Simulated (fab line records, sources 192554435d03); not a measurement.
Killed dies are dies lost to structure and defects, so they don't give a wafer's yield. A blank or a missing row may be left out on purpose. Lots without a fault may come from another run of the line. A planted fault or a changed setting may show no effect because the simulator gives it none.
fab line records | flow n5_finfet
record lots=9 wafers=27 last_day=18
route steps=1938 shown FIN_SAQP@129 BEOL_M4@1111 PASSIVATION@1936
lots that met no fault: from a run of the same line without faults
start_h: hours from the record's first day to the start of the lot's first wafer shown | wait_h: hours since the lot's step before | " the same as in the row above | L1.1+2: a row that stands for several wafers | - no value, or no start given | * or withheld: withheld | < > ~ a bound
route shown NAME@n: a module of which the file shows steps, and the number in the route of the first | usual: mean/standard deviation of fault-free wafers | same: alike in all rows | chamber/n: place in a boat | sites: the reading at each site | _std_site: their standard deviation | _edge_site: outer sites' mean less inner sites' | radius_mm: how far each site lies from the wafer's centre | mask NAME#n: copy n | behind: the tool/chamber that last shaped the wafer | hold: why the lot was held/for how many hours/how that ended | device: the transistor (n, p or np) that didn't switch | end of line: the same wafers' tests at the end of the route | a step without rows: its recipe alone | killed: dies lost to structure and defects at the first sort, not the wafer's yield | map: a wafer's dies, x killed, . not, _ none there
set.NAME: the setting as run; set.NAME@STEP: as run at that earlier step | model.NAME: the simulator's own value behind a step, which no gauge read
steps of the route over a sample of lots; a table a step, a row a wafer
services: from which hour (start_h, from the record's first day; less than 0 if before it) a tool's chamber was out of use, for how many hours, and why
## steps
# step N5_FIN_SAQP_ETCH_57
# recipe chemistry=CH3F/O2 target=SiNx mask_material=SiO2 target_depth_a=325 time_s=46.4 pressure_mtorr=30 source_w=395 bias_w=73 Ar_flow_sccm=150 CH3F_flow_sccm=30 O2_flow_sccm=20 ion_energy_ev=120 ends=cleared
# usual chamber_pressure_mTorr=30.000/0.027 drypump_motor_current_A=5.6/0.54 etch_rf_on_time_s=46.2/1.2 oes_product_au=0.67/0.072 rf_vpp_V=296/6.7 showerhead_plenum_p_Torr=2.00/0.067 throttle_valve_pct=16.28/0.21
# columns lot.wafer tool chamber start_h wait_h chamber_pressure_mTorr drypump_motor_current_A etch_rf_on_time_s oes_product_au rf_hours_counter_h rf_vpp_V showerhead_plenum_p_Torr throttle_valve_pct
L534.1 rie_diel-05 1 26.09 0.1 30.011 5.4 46.9 0.62 182 287 2.00 16.34
L534.4 " 1 " " 30.025 5.4 47.6 0.62 - 286 2.00 16.33
L534.5 " 2 " " 30.007 6.5 47.7 0.59 - 297 1.90 16.48
L535.3 rie_diel-06 3 30.91 0.0 30.005 5.7 45.5 0.63 194 296 1.98 16.20
L535.4 " 2 " " 30.009 6.4 46.3 0.59 224 301 1.89 16.45
L535.6 " 0 " " 29.981 4.8 45.0 0.82 - 305 1.95 15.96
L537.2 rie_diel-02 2 42.52 0.0 30.049 4.7 45.6 0.72 70 300 2.10 15.92
L537.3 " 1 " " 29.960 5.3 45.9 0.67 134 304 2.02 16.27
L537.5 " 1 " " 30.010 5.3 45.9 0.67 - 303 2.02 16.25
L539.1 rie_diel-05 3 54.48 0.0 29.985 5.7 46.2 0.60 223 303 1.96 16.59
L539.2 " 2 " " 30.026 6.5 47.1 0.58 240 296 1.89 16.49
L539.5 " 1 " " 29.985 5.4 47.4 0.61 - 285 2.00 16.36
L549.3 rie_diel-05 3 113.74 0.0 29.961 5.7 46.0 0.59 246 301 1.95 16.66
L549.4 " 3 " " 29.989 5.7 44.8 0.59 - 303 1.95 16.65
L549.5 " 0 " " 29.991 5.4 47.1 0.70 - 296 1.93 16.14
L550.3 rie_diel-05 1 119.82 0.2 29.981 5.5 46.5 0.60 219 287 1.99 16.41
L550.4 " 0 " " 30.011 5.4 47.1 0.70 91 298 1.93 16.14
L550.6 " 3 " " 29.973 5.7 45.9 0.59 - 302 1.95 16.65
L554.2 rie_diel-06 3 144.12 0.2 30.002 5.7 45.8 0.59 241 296 1.96 16.29
L554.3 " 2 " " 30.011 6.4 42.3 0.81 12 306 2.13 16.05
L554.6 " 1 " " 29.973 5.5 47.5 0.59 - 284 2.06 16.80
L555.1 rie_diel-05 3 150.69 0.3 30.004 5.7 46.9 0.81 3 302 1.95 16.27
L555.3 " 2 " " 30.015 6.5 46.9 0.76 21 301 2.13 16.15
L555.5 " 0 " " 29.975 5.4 45.0 0.68 - 296 1.93 16.17
L557.1 rie_diel-05 1 162.48 0.0 29.986 5.5 45.1 0.58 238 287 1.98 16.42
L557.2 " 2 " " 30.017 6.5 45.7 0.76 26 300 2.13 16.16
L557.4 " 0 " " 29.973 5.4 46.7 0.68 107 298 1.93 16.16
# step N5_FIN_SAQP_RECESS_71
# recipe chemistry=HF/NH3 target=SiO2 target_depth_a=30 afs_cycles=1 temp_c=30 sublimation_temp_c=180 sublimation_time_s=60
# usual drypump_motor_current_A=5.9/0.74
# columns lot.wafer tool chamber start_h wait_h drypump_motor_current_A
L534.1 vapor_etch-02 1 27.13 0.3 6.7
L534.4 " 0 " " 5.3
L534.5 " 1 " " 6.7
L535.3 vapor_etch-02 1 32.12 0.1 6.7
L535.4 " 0 " " 5.3
L535.6 " 1 " " 6.7
L537.2 vapor_etch-01 0 43.35 0.0 6.3
L537.3 " 0 " " 6.3
L537.5 " 1 " " 4.9
L539.1 vapor_etch-01 0 55.31 0.0 6.3
L539.2 " 1 " " 4.9
L539.5 " 1 " " 4.9
L549.3 vapor_etch-02 0 114.62 0.1 5.3
L549.4 " 1 " " 6.8
L549.5 " 0 " " 5.3
L550.3 vapor_etch-02 0 120.69 0.1 5.3
L550.4 " 1 " " 6.8
L550.6 " 0 " " 5.3
L554.2 vapor_etch-02 0 144.97 0.0 5.3
L554.3 " 0 " " 5.3
L554.6 " 1 " " 6.8
L555.1 vapor_etch-02 0 151.63 0.0 5.3
L555.3 " 0 " " 5.3
L555.5 " 0 " " 5.3
L557.1 vapor_etch-01 0 163.35 0.0 6.3
L557.2 " 1 " " 4.9
L557.4 " 0 " " 6.3
# step N5_FIN_SAQP_SPACER2_ALD_28
# recipe material=SiO2 target_thk_a=81 temp_c=300 ald_precursor_family=BDEAS ald_co_reactant=O2-plasma pulse_time_s=1 purge_time_s=2 co_reactant_purge_time_s=2 pressure_torr=2
# usual heater_power_w=476/39 precursor_pulse_height_rel=1.000/0.021 susceptor_temp_C=300.01/0.2
# columns lot.wafer tool chamber start_h wait_h heater_power_w precursor_pulse_height_rel susceptor_temp_C
L534.1 ald_sin-03 3 27.27 0.1 464 1.013 299.91
L534.4 " 1 " " 457 0.985 299.73
L534.5 " 2 " " 542 0.979 300.08
L535.3 ald_sin-03 0 32.26 0.1 395 0.970 300.06
L535.4 " 1 " " 453 1.009 300.19
L535.6 " 2 " " 528 0.958 300.19
L537.2 ald_sin-01 3 43.49 0.1 529 1.009 300.24
L537.3 " 2 " " 470 0.999 300.34
L537.5 " 1 " " 482 0.993 299.83
L539.1 ald_sin-01 2 56.56 1.2 486 1.021 300.29
L539.2 " 0 " " 520 0.980 300.29
L539.5 " 1 " " 475 1.014 299.87
L549.3 ald_sin-03 0 114.72 0.1 460 0.971 318.68
L549.4 " 1 " " 514 1.004 318.64
L549.5 " 0 " " 460 1.020 318.62
L550.3 ald_sin-03 2 121.21 0.5 638 1.020 318.86
L550.4 " 3 " " 540 1.003 318.62
L550.6 " 2 " " 612 0.985 318.47
L554.2 ald_sin-02 3 145.12 0.1 477 0.994 299.85
L554.3 " 2 " " 444 1.006 300.29
L554.6 " 3 " " 473 0.988 299.65
L555.1 ald_sin-02 2 151.79 0.1 443 1.002 299.94
L555.3 " 3 " " 470 1.038 300.42
L555.5 " 3 " " 476 0.996 300.19
L557.1 ald_sin-02 1 163.50 0.1 454 1.028 300.26
L557.2 " 0 " " 447 1.003 299.82
L557.4 " 3 " " 475 0.992 300.39
# step N5_FIN_SAQP_MANDREL2_REMOVE_60
# recipe chemistry=HBr/Cl2/O2 bt_time_s=10 target=a-Si stop_on=SiNx endpoint=OES-SiCl over_etch_frac=1 icp_w=600 bias_w=22 HBr_flow_sccm=150 Cl2_flow_sccm=80 O2_flow_sccm=5 pressure_mtorr=10
# usual chamber_pressure_mTorr=10.000/0.0081 drypump_motor_current_A=5.5/0.47 oes_product_au=1.004/0.015 throttle_valve_pct=36.8/0.51
# same over_etch_frac=1
# columns lot.wafer tool chamber start_h wait_h chamber_pressure_mTorr drypump_motor_current_A oes_product_au rf_hours_counter_h throttle_valve_pct
L534.1 rie_si-05 1 28.00 0.1 9.993 5.3 1.032 1 37.1
L534.4 " 2 " " 10.011 5.5 0.974 205 36.3
L534.5 " 1 " " 10.002 5.3 1.027 - 37.1
L535.3 rie_si-04 1 32.86 0.1 10.005 6.7 0.995 201 37.1
L535.4 " 2 " " 10.003 5.2 1.014 147 36.3
L535.6 " 1 " " 9.989 6.7 1.003 - 37.0
L537.2 rie_si-04 2 43.90 0.1 10.002 5.3 1.011 148 36.3
L537.3 " 0 " " 10.013 5.6 0.999 3 36.7
L537.5 " 2 " " 10.015 5.2 1.013 - 36.3
L539.1 rie_si-04 2 56.98 0.1 9.991 5.2 1.012 148 36.3
L539.2 " 3 " " 10.006 5.5 1.010 83 37.2
L539.5 " 2 " " 10.005 5.2 1.012 - 36.3
L549.3 rie_si-03 1 115.14 0.1 9.999 4.6 1.025 106 36.4
L549.4 " 2 " " 10.000 5.5 1.009 30 37.7
L549.5 " 2 " " 9.994 5.5 0.999 - 37.7
L550.3 rie_si-05 2 121.62 0.1 10.003 5.5 1.002 1 36.0
L550.4 " 0 " " 10.006 5.8 1.020 - 37.0
L550.6 " 2 " " 9.995 5.5 1.001 - 36.0
L554.2 rie_si-03 0 145.53 0.1 9.995 5.9 0.980 24 36.0
L554.3 " 1 " " 9.997 4.7 1.025 107 36.4
L554.6 " 0 " " 10.001 5.9 0.982 - 36.0
L555.1 rie_si-03 3 152.21 0.1 10.010 5.9 0.985 8 36.9
L555.3 " 0 " " 10.003 5.9 0.989 24 36.0
L555.5 " 3 " " 9.988 5.9 0.980 - 36.9
L557.1 rie_si-05 2 164.01 0.1 9.993 5.4 0.996 2 36.0
L557.2 " 1 " " 9.991 5.3 1.015 4 37.1
L557.4 " 3 " " 10.008 5.2 0.993 76 36.9
# step N5_BEOL_M4_RC_MEAS_101
# usual DIBL_N=37.1/2.4 DIBL_P=37/3 IOFF_N=0.18/0.053 IOFF_P=0.21/0.05 ION_N=674/14 ION_P=459/9.2 SS_N=72.1/0.9 SS_P=73.4/0.89 VT_N=250/3.8 VT_P=-251/3.7
# columns lot.wafer tool chamber start_h wait_h DIBL_N[mV/V] DIBL_P[mV/V] IOFF_N[nA/um] IOFF_P[nA/um] ION_N[uA/um] ION_P[uA/um] SS_N[mV/dec] SS_P[mV/dec] VT_N[mV] VT_P[mV]
L534.1 prober-02 0 179.75 0.0 39.7 42 0.23 0.30 684 470 72.4 74.6 245 -248
L534.4 " 0 " " 38.3 39 0.19 0.22 667 455 71.9 73.9 249 -253
L534.5 " 0 " " 39.1 41 0.21 0.27 673 467 72.2 74.2 245 -248
L535.3 prober-01 0 182.98 0.3 39.5 40 0.21 0.29 680 466 72.7 74.0 248 -246
L535.4 " 0 " " 36.7 37 0.15 0.22 671 461 71.6 73.3 251 -251
L535.6 " 0 " " 34.4 33 0.13 0.17 654 450 71.9 71.9 255 -253
L539.1 prober-02 0 205.69 0.0 40.3 37 0.26 0.19 659 447 74.5 73.1 250 -253
L539.2 " 0 " " 35.2 35 0.13 0.16 654 445 70.6 73.0 253 -254
L539.5 " 0 " " 36.3 36 0.14 0.17 655 441 71.5 72.5 252 -254
L537.2 prober-01 0 205.80 0.2 37.7 39 0.20 0.25 688 467 71.6 73.7 248 -248
L537.3 " 0 " " 36.7 37 0.19 0.23 681 464 72.0 72.7 245 -248
L537.5 " 0 " " 37.9 38 0.20 0.23 664 453 73.0 73.8 247 -248
L550.3 prober-02 0 274.10 0.3 33.9 31 0.10 0.14 653 449 70.6 72.0 254 -257
L550.4 " 0 " " 38.5 38 0.17 0.21 675 463 72.5 74.2 251 -249
L550.6 " 0 " " 36.0 35 0.13 0.18 656 453 71.1 72.5 254 -252
L549.3 prober-01 0 277.27 0.3 43.0 43 0.32 0.35 698 468 74.2 74.8 246 -242
L549.4 " 0 " " 35.4 34 0.14 0.17 654 448 71.2 72.6 253 -252
L549.5 " 0 " " 36.9 37 0.16 0.21 661 453 71.5 72.9 252 -252
L554.2 prober-02 0 288.24 0.2 41.6 41 0.28 0.27 683 463 73.6 75.0 243 -248
L554.3 " 0 " " 35.2 35 0.14 0.17 651 446 71.9 72.9 255 -255
L554.6 " 0 " " 39.3 38 0.24 0.23 682 461 73.2 74.9 247 -251
L555.1 prober-02 0 309.30 0.0 32.5 33 0.12 0.14 665 453 71.2 72.1 252 -255
L555.3 " 0 " " 36.1 37 0.17 0.18 690 459 71.7 72.8 249 -255
L555.5 " 0 " " 37.3 39 0.21 0.22 697 464 72.5 74.6 244 -252
L557.1 prober-01 0 312.45 0.0 34.9 35 0.13 0.16 662 456 71.0 73.0 254 -253
L557.2 " 0 " " 37.6 38 0.16 0.19 662 448 71.7 73.5 254 -253
L557.4 " 0 " " 37.8 39 0.19 0.22 681 460 71.8 73.7 249 -252
# step N5_PASSIVATION_PROBE_49
# usual defect_limited_yield=91.6/1.4 killed_at_M0_to_M3=32/9.5 killed_at_M4_up=13/6 killed_at_contacts=12/5.6 killed_at_front_end=39/11 killed_at_other=2.8/2.3 killed_dies=99/16 killed_open=65/12 killed_short=32/7.6 sort_bin_4_leakage=0.1/0.88 sort_bin_5_function=4.8/0.88 sort_bin_6_memory=3.2/0.65 sort_n_pass=1077/29 sort_yield_pct=91.2/2.5
# same gross_dies=1180 killed_at_back_side=0 sort_bin_8_speed[%]=0
# columns lot.wafer tool chamber start_h wait_h defect_limited_yield[%] killed_at_M0_to_M3 killed_at_M4_up killed_at_contacts killed_at_front_end killed_at_other killed_dies killed_open killed_short sort_bin_4_leakage[%] sort_bin_5_function[%] sort_bin_6_memory[%] sort_n_pass sort_yield_pct[%]
L537.2 prober-02 - 319.90 0.1 93.0 27 8 10 34 4 83 65 18 0 4.4 2.5 1097 93.0
L537.3 prober-02 - 319.95 0.1 90.9 33 12 15 38 9 107 73 34 0 4.9 4.1 1073 90.9
L537.5 prober-02 - 320.05 0.2 91.6 26 15 11 42 5 99 62 37 0 4.7 3.5 1081 91.6
L549.3 prober-02 - 398.63 0.1 93.2 36 12 5 27 0 80 51 29 1.1 4.2 2.2 1087 92.1
# killed by level:class
L537.2 FIN_SAQP:geometric_particle:open=10 STI_FIN_REVEAL:geometric_particle:open=9 MOL_CONTACT_COAG:geometric_particle:open=8 BEOL_M2:geometric_particle:open=7 BEOL_M0_SAQP:geometric_particle:open=6 GATE_CUT:geometric_particle:short=4 BEOL_M0_SAQP:geometric_particle:short=4 BEOL_M4:geometric_particle:open=4
L537.3 FIN_SAQP:geometric_particle:open=14 MOL_CONTACT_COAG:geometric_particle:open=13 BEOL_M1:geometric_particle:open=12 FIN_SAQP:geometric_particle:short=6 MIM_TOP_ETCH:geometric_particle:short=5 STI_FIN_REVEAL:geometric_particle:open=5 BEOL_M0_SAQP:geometric_particle:open=5 DUMMY_GATE:geometric_particle:open=4
L537.5 FIN_SAQP:geometric_particle:short=11 MOL_CONTACT_COAG:geometric_particle:open=10 FIN_SAQP:geometric_particle:open=8 STI_FIN_REVEAL:geometric_particle:open=8 BEOL_M0_SAQP:geometric_particle:open=8 BEOL_M0_SAQP:geometric_particle:short=7 BEOL_M3:geometric_particle:open=4 BEOL_M4:geometric_particle:open=4
L549.3 BEOL_M0_SAQP:geometric_particle:open=12 FIN_SAQP:geometric_particle:short=8 BEOL_M0_SAQP:geometric_particle:short=7 MOL_CONTACT_COAG:geometric_particle:open=5 BEOL_M2:geometric_particle:open=5 BEOL_M8:geometric_particle:open=5 DUMMY_GATE:geometric_particle:open=3 GATE_CUT:geometric_particle:open=3
## services
# columns tool chamber start_h hours kind
rie_si-04 - 8.86 0.3 repair
ald_sin-01 - 9.71 6.2 repair
rie_diel-05 0 14.74 16.7 repair
ald_sin-02 - 20.76 6.1 pm
rie_si-05 2 36.71 - clean
rie_diel-06 - 40.82 0.8 repair
rie_diel-05 - 47.18 1.8 repair
ald_sin-01 - 67.11 6.0 pm
ald_sin-03 2 71.24 4.0 repair
rie_si-04 1 81.65 14.0 repair
rie_diel-05 2 83.03 - clean
rie_diel-05 2 83.03 - consumable_replace:focus_ring
rie_diel-05 2 83.03 - consumable_replace:showerhead
rie_diel-05 2 83.03 13.0 scheduled_down
rie_diel-05 2 83.03 13.0 vent_cycle
ald_sin-02 - 85.25 14.0 pm
rie_diel-06 0 93.20 17.5 repair
rie_diel-05 2 111.68 4.3 repair
rie_si-05 3 121.11 9.0 repair
rie_diel-05 3 123.51 - clean
rie_diel-05 3 123.51 - consumable_replace:focus_ring
rie_diel-05 3 123.51 17.8 scheduled_down
rie_diel-05 3 123.51 17.8 vent_cycle
rie_diel-05 0 153.50 6.6 repair
## key
first_sign step=N5_FIN_SAQP_SPACER2_ALD_28 reading=susceptor_temp_C direction=up sigmas=93 usual=* struck=*
effect step=N5_FIN_SAQP_SPACER2_ALD_28 reading=heater_power_w direction=up sigmas=1.6 usual=* struck=* wafers_moved=2
met_at N5_FIN_SAQP_SPACER2_ALD_28
struck_lots L549,L550
not_acting_at N5_FIN_SAQP_ETCH_57,N5_FIN_SAQP_RECESS_71,N5_FIN_SAQP_MANDREL2_REMOVE_60
onset_between 32.26 114.72
fault kind=process_parameter_drift tool=ald_sin-03 chamber=- onset_h=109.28 steps=N5_FIN_SAQP_SPACER2_ALD_28 channel=temp_c offset=* shape=step end_h=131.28 acts_in=* stated=*
